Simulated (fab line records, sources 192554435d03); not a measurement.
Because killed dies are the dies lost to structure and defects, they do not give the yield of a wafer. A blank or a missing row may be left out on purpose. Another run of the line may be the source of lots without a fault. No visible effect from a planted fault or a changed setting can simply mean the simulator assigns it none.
fab line records ; flow n5_finfet ; part 2 of 2: steps 18 to 26 of 26
record: lots: 5; wafers: 15; last_day: 20
route steps=1938 shown BEOL_M7@1300
lots that met no fault: taken from a fault-free run of the same line
start_h: hours from the record's opening day to when the first of the lot's shown wafers began ; wait_h: hours from the lot's prior step to this one ; " as in the row above ; L1.1+2: several wafers, shown together as one row ; - no value present, or no start provided ; * or withheld: withheld ; < > ~ a bound
route shown NAME@n: names a module that has steps shown in the file, with the first one's number in the route ; usual: mean/standard deviation taken from wafers without a fault ; same: alike in all rows ; chamber/n: place in a boat ; sites: the reading at each site ; _std_site: their standard deviation ; _edge_site: outer sites' mean less inner sites' ; radius_mm: for every site, how far away it sits from the centre of the wafer ; mask NAME#n: copy n ; behind: tool/chamber where the wafer was last shaped ; hold: why the lot went on hold/how many hours it stayed there/how the hold came to an end ; device: whichever transistor did not switch (one of n, p or np) ; end of line: the tests these same wafers got at the end of their route ; step lacking rows: just its recipe ; killed: at the first sort, the dies lost to defects and structure; wafer yield is something else ; map: shows each die of a wafer: x if killed, . if not, _ if none is there
set.NAME: the setting as run; set.NAME@STEP: as run at that earlier step ; model.NAME: the simulator's own value behind a step, which no gauge read
certain route steps with their lots: each step a table, each wafer a row
services: a tool's chamber out of use, with start hour (start_h, from the record's first day; less than 0 if before it), hours out, and reason
== steps ==
step: N5_BEOL_M7_CURE_75
recipe: temp_c: 370; time_s: 120; ambient: DMADMS/He; material: SiCOH_lowk
usual: lamp_power_pct: 52.31/0.054; wafer_temp_C_max: 371.4/0.52
lot.wafer;tool;chamber;start_h;wait_h;lamp_power_pct;wafer_temp_C_max
L078.2;uv_cure-03;1;251.50;0.1;52.31;371.2
L078.4;uv_cure-03;1;251.50;0.1;52.34;371.1
L078.5;uv_cure-03;1;251.50;0.1;52.35;371.0
L087.3;uv_cure-03;1;321.48;0.1;52.31;371.3
L087.5;uv_cure-03;1;321.48;0.1;52.38;371.2
L087.6;uv_cure-03;1;321.48;0.1;52.25;371.5
L091.2;uv_cure-03;1;332.97;0.1;52.39;371.6
L091.3;uv_cure-03;1;332.97;0.1;52.28;371.5
L091.6;uv_cure-03;1;332.97;0.1;52.30;371.7
L093.1;uv_cure-02;2;345.21;0.3;52.29;371.1
L093.2;uv_cure-02;2;345.21;0.3;52.32;371.5
L093.5;uv_cure-02;2;345.21;0.3;52.28;371.3
L095.1;uv_cure-01;0;377.95;0.0;52.31;371.4
L095.3;uv_cure-01;0;377.95;0.0;52.29;372.3
L095.6;uv_cure-01;0;377.95;0.0;52.19;371.8
step: N5_BEOL_M7_DEGAS_44
recipe: ambient: vacuum; temp_c: 250; time_s: 60
usual: heater_power_w: 329/23
lot.wafer;tool;chamber;start_h;wait_h;heater_power_w
L078.2;pvd_sputter-03;-;251.77;0.2;365
L078.4;pvd_sputter-03;-;251.77;0.2;299
L078.5;pvd_sputter-03;-;251.77;0.2;364
L087.3;pvd_sputter-02;-;322.06;0.5;317
L087.5;pvd_sputter-02;-;322.06;0.5;306
L087.6;pvd_sputter-02;-;322.06;0.5;322
L091.2;pvd_sputter-02;-;333.94;0.9;347
L091.3;pvd_sputter-02;-;333.94;0.9;306
L091.6;pvd_sputter-02;-;333.94;0.9;349
L093.1;pvd_sputter-03;-;345.56;0.3;328
L093.2;pvd_sputter-03;-;345.56;0.3;305
L093.5;pvd_sputter-03;-;345.56;0.3;353
L095.1;pvd_sputter-01;-;378.43;0.4;346
L095.3;pvd_sputter-01;-;378.43;0.4;361
L095.6;pvd_sputter-01;-;378.43;0.4;334
step: N5_BEOL_M7_PRE_CLEAN_45
recipe: gas: H2/He; time_s: 30; temp_c: 250
usual: heater_power_w: 329/24
lot.wafer;tool;chamber;start_h;wait_h;heater_power_w
L078.2;pvd_sputter-03;-;251.81;0.0;363
L078.4;pvd_sputter-03;-;251.81;0.0;318
L078.5;pvd_sputter-03;-;251.81;0.0;359
L087.3;pvd_sputter-02;-;322.11;0.0;320
L087.5;pvd_sputter-02;-;322.11;0.0;298
L087.6;pvd_sputter-02;-;322.11;0.0;313
L091.2;pvd_sputter-02;-;333.98;0.0;351
L091.3;pvd_sputter-02;-;333.98;0.0;308
L091.6;pvd_sputter-02;-;333.98;0.0;349
L093.1;pvd_sputter-03;-;345.60;0.0;322
L093.2;pvd_sputter-03;-;345.60;0.0;321
L093.5;pvd_sputter-03;-;345.60;0.0;365
L095.1;pvd_sputter-01;-;378.47;0.0;339
L095.3;pvd_sputter-01;-;378.47;0.0;367
L095.6;pvd_sputter-01;-;378.47;0.0;336
step: N5_BEOL_M7_ALD_77
recipe: material: TaN; target_thk_a: 20; temp_c: 275; ald_precursor_family: PDMAT; ald_co_reactant: NH3; pressure_torr: 3; carrier_flow_sccm: 1500; pulse_time_s: 2; purge_time_s: 3; co_reactant_purge_time_s: 2; co_reactant_pulse_time_s: 3; ald_cycles: 40; precursor_vessel_temp_c: 75; precursor_vessel_pressure_torr: 26.25; precursor_vessel_carrier_sccm: 1000
usual: heater_power_w: 427/35
same: pulse_time_s: 2
lot.wafer;tool;chamber;start_h;wait_h;heater_power_w
L078.2;ald_metal-04;3;251.87;0.0;413
L078.4;ald_metal-04;0;251.87;0.0;354
L078.5;ald_metal-04;2;251.87;0.0;421
L087.3;ald_metal-04;1;322.17;0.0;476
L087.5;ald_metal-04;3;322.17;0.0;411
L087.6;ald_metal-04;2;322.17;0.0;427
L091.2;ald_metal-02;0;334.05;0.0;425
L091.3;ald_metal-02;2;334.05;0.0;449
L091.6;ald_metal-02;2;334.05;0.0;464
L093.1;ald_metal-03;3;345.89;0.3;440
L093.2;ald_metal-03;1;345.89;0.3;405
L093.5;ald_metal-03;2;345.89;0.3;496
L095.1;ald_metal-02;0;378.76;0.3;387
L095.3;ald_metal-02;2;378.76;0.3;411
L095.6;ald_metal-02;2;378.76;0.3;408
step: N5_BEOL_M7_SURFACE_TREAT_79
recipe: gas: Ar; time_s: *; ion_energy_ev: *; ion_current_ma_cm2: 0.5; pressure_mtorr: *; ar_flow_sccm: 30
usual: throttle_valve_pct: *
lot.wafer;tool;chamber;start_h;wait_h;throttle_valve_pct
L078.2;pvd_sputter-01;-;252.35;0.3;*
L078.4;pvd_sputter-01;-;252.35;0.3;*
L078.5;pvd_sputter-01;-;252.35;0.3;*
L087.3;pvd_sputter-01;-;322.46;0.2;*
L087.5;pvd_sputter-01;-;322.46;0.2;*
L087.6;pvd_sputter-01;-;322.46;0.2;*
L091.2;pvd_sputter-03;-;334.36;0.2;*
L091.3;pvd_sputter-03;-;334.36;0.2;*
L091.6;pvd_sputter-03;-;334.36;0.2;*
L093.1;pvd_sputter-02;-;346.27;0.2;*
L093.2;pvd_sputter-02;-;346.27;0.2;*
L093.5;pvd_sputter-02;-;346.27;0.2;*
L095.1;pvd_sputter-03;-;382.71;3.8;*
L095.3;pvd_sputter-03;-;382.71;3.8;*
L095.6;pvd_sputter-03;-;382.71;3.8;*
step: N5_BEOL_M7_CVD_78
recipe: material: Co; target_thk_a: 20; temp_c: withheld; precursor: CCTBA/H2; pressure_torr: 30; time_s: 142.3
lot.wafer;tool;chamber;start_h;wait_h
L078.2+4+5;cvd_co-02;2,2,1;252.64;0.3
L087.3+5+6;cvd_co-01;2,0,2;322.52;0.0
L091.2+3+6;cvd_co-02;2,0,0;334.42;0.0
L093.1+2+5;cvd_co-02;2,0,2;346.33;0.0
L095.1+3+6;cvd_co-02;2,0,1;383.00;0.3
step: N5_BEOL_M7_SPUTTER_48
recipe: material: Cu; target_thk_a: 100; temp_c: -20; bias_v: 60; power_w: 26000; chamber_pressure_pa: 0.13; time_s: 1.667
usual: cathode_dc_power_W: 26000/4.7; chuck_sensor_temp_C: -15.7/0.53; substrate_temp_c: -20.00/0.097; throttle_valve_pct: 29.6/0.88
lot.wafer;tool;chamber;start_h;wait_h;cathode_dc_power_W;chuck_sensor_temp_C;substrate_temp_c;throttle_valve_pct
L078.2;pvd_sputter-02;-;253.68;1.0;26008;-15.5;-20.14;29.5
L078.4;pvd_sputter-02;-;253.68;1.0;26009;-15.6;-19.92;29.4
L078.5;pvd_sputter-02;-;253.68;1.0;26003;-15.4;-20.13;29.3
L087.3;pvd_sputter-02;-;322.72;0.1;26003;-15.6;-20.18;29.1
L087.5;pvd_sputter-02;-;322.72;0.1;25997;-16.2;-20.08;30.2
L087.6;pvd_sputter-02;-;322.72;0.1;26009;-16.7;-20.04;28.7
L091.2;pvd_sputter-02;-;334.68;0.2;25987;-15.5;-19.97;29.5
L091.3;pvd_sputter-02;-;334.68;0.2;25996;-16.2;-19.94;30.3
L091.6;pvd_sputter-02;-;334.68;0.2;26002;-15.4;-20.08;29.5
L093.1;pvd_sputter-01;-;347.86;1.5;25999;-16.4;-20.09;30.4
L093.2;pvd_sputter-01;-;347.86;1.5;25999;-15.7;-20.07;29.0
L093.5;pvd_sputter-01;-;347.86;1.5;25990;-15.8;-20.10;28.7
L095.1;pvd_sputter-03;-;383.83;0.8;26010;-15.4;-20.00;28.6
L095.3;pvd_sputter-03;-;383.83;0.8;26001;-15.3;-19.95;29.8
L095.6;pvd_sputter-03;-;383.83;0.8;26001;-15.6;-20.17;28.4
step: N5_BEOL_M7_ECD_50
recipe: material: Cu; target_thk_a: 3000
lot.wafer;tool;chamber;start_h;wait_h
L078.2+4+5;ecd_cu-01;1;253.79;0.1
L087.3+5+6;ecd_cu-01;0,0,1;322.87;0.1
L091.2+3+6;ecd_cu-01;1,1,0;334.80;0.1
L093.1+2+5;ecd_cu-02;1,0,0;347.98;0.1
L095.1+3+6;ecd_cu-01;0,0,1;383.96;0.1
step: N5_BEOL_M7_ANNEAL_51
recipe: temp_c: 225; time_s: 90; ambient: N2
usual: anneal_temp_c_max: 225.9/0.3; wafer_temp_C_max: 225.9/0.32
lot.wafer;tool;chamber;start_h;wait_h;anneal_temp_c_max;wafer_temp_C_max
L078.2;rtp_anneal-01;0;253.93;0.1;226.0;225.6
L078.4;rtp_anneal-01;0;253.93;0.1;226.4;225.6
L078.5;rtp_anneal-01;0;253.93;0.1;225.8;225.8
L087.3;rtp_anneal-02;0;323.19;0.3;225.6;226.0
L087.5;rtp_anneal-02;0;323.19;0.3;226.0;226.0
L087.6;rtp_anneal-02;0;323.19;0.3;225.8;225.9
L091.2;rtp_anneal-02;0;334.93;0.1;225.5;225.8
L091.3;rtp_anneal-02;0;334.93;0.1;225.4;226.4
L091.6;rtp_anneal-02;0;334.93;0.1;225.7;226.2
L093.1;rtp_anneal-02;0;348.07;0.1;225.5;226.2
L093.2;rtp_anneal-02;0;348.07;0.1;225.9;226.5
L093.5;rtp_anneal-02;0;348.07;0.1;225.5;226.6
L095.1;rtp_anneal-02;0;384.05;0.1;225.6;225.7
L095.3;rtp_anneal-02;0;384.05;0.1;225.7;226.2
L095.6;rtp_anneal-02;0;384.05;0.1;225.9;225.8
== services ==
tool;chamber;start_h;hours;kind
ald_metal-03;-;232.44;2.8;pm
cvd_co-02;2;240.71;4.8;repair
cvd_co-01;0;243.52;11.4;repair
cvd_co-02;-;285.01;2.8;pm
rie_diel-03;2;285.40;-;clean
rie_diel-03;2;285.40;-;consumable_replace:focus_ring
rie_diel-03;2;285.40;16.3;scheduled_down
rie_diel-03;2;285.40;16.3;vent_cycle
ald_metal-04;-;293.61;8.7;pm
ald_metal-03;3;298.97;3.6;repair
ald_metal-03;-;305.31;1.5;repair
uv_cure-03;-;316.49;1.0;pm
rie_diel-06;2;331.76;38.5;repair
cvd_co-02;-;333.80;0.5;repair
ald_metal-02;-;337.25;14.0;pm
ald_metal-03;1;359.88;26.9;repair
rtp_anneal-02;-;363.38;1.3;repair
uv_cure-03;-;366.47;1.9;repair
ald_metal-02;1;373.19;10.2;repair
ald_metal-03;-;376.13;8.7;pm
rie_diel-03;-;377.95;28.1;pm
cvd_co-01;-;379.83;1.9;repair
ald_metal-02;-;380.68;0.9;repair
ald_metal-04;-;381.53;2.8;pm
